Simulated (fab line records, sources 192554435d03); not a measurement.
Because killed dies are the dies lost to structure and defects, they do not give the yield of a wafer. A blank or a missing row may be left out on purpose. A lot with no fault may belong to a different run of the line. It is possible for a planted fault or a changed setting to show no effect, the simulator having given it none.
Chamber matching -- flow n5 finfet -- N5_BEOL_M6_ALD_77 on ald metal-03: 4 sister chambers
The step deposits TaN, target thk 2 nm, pulse time 2 s, purge time 3 s. 4 wafers are shown with their chamber, then 9 later ones without.

WAFERS, EACH WITH ITS CHAMBER
wafer,chamber,heater power w (W)
L086.1,1,442
L088.1,0,386
L088.3,2,377
L088.4,3,499

WAFERS WITHOUT THEIR CHAMBER
wafer,heater power w (W)
L092.1,489
L092.4,446
L092.5,396
L095.2,505
L095.4,445
L095.5,436
L096.3,380
L096.4,389
L096.6,389

WHICH CHAMBER EACH ONE RAN IN
wafer,from the rows above,in truth
L092.1,3,3
L092.4,1,1
L092.5,can't be placed: 0 or 2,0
L095.2,3,3
L095.4,1,1
L095.5,1,1
L096.3,can't be placed: 2 or 0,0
L096.4,can't be placed: 0 or 2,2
L096.6,can't be placed: 0 or 2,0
Placed correctly: 5 of 9. From these rows, 4 cannot be placed; in 4 the true chamber is one of the candidates. Wrongly placed: 0.
How it was worked out, from the rows above alone: a wafer's distance from a chamber is the root of the sum, over the readings, of the square of ((its reading less the chamber's mean) divided by the reading's scatter). The wafer belongs to the nearest chamber; if the next one is less than 2 further off, it can't be placed. A chamber's mean is the mean of its shown wafers. The scatter: root of mean squared gap, hidden wafer to nearest shown wafer, with one shown wafer a chamber.
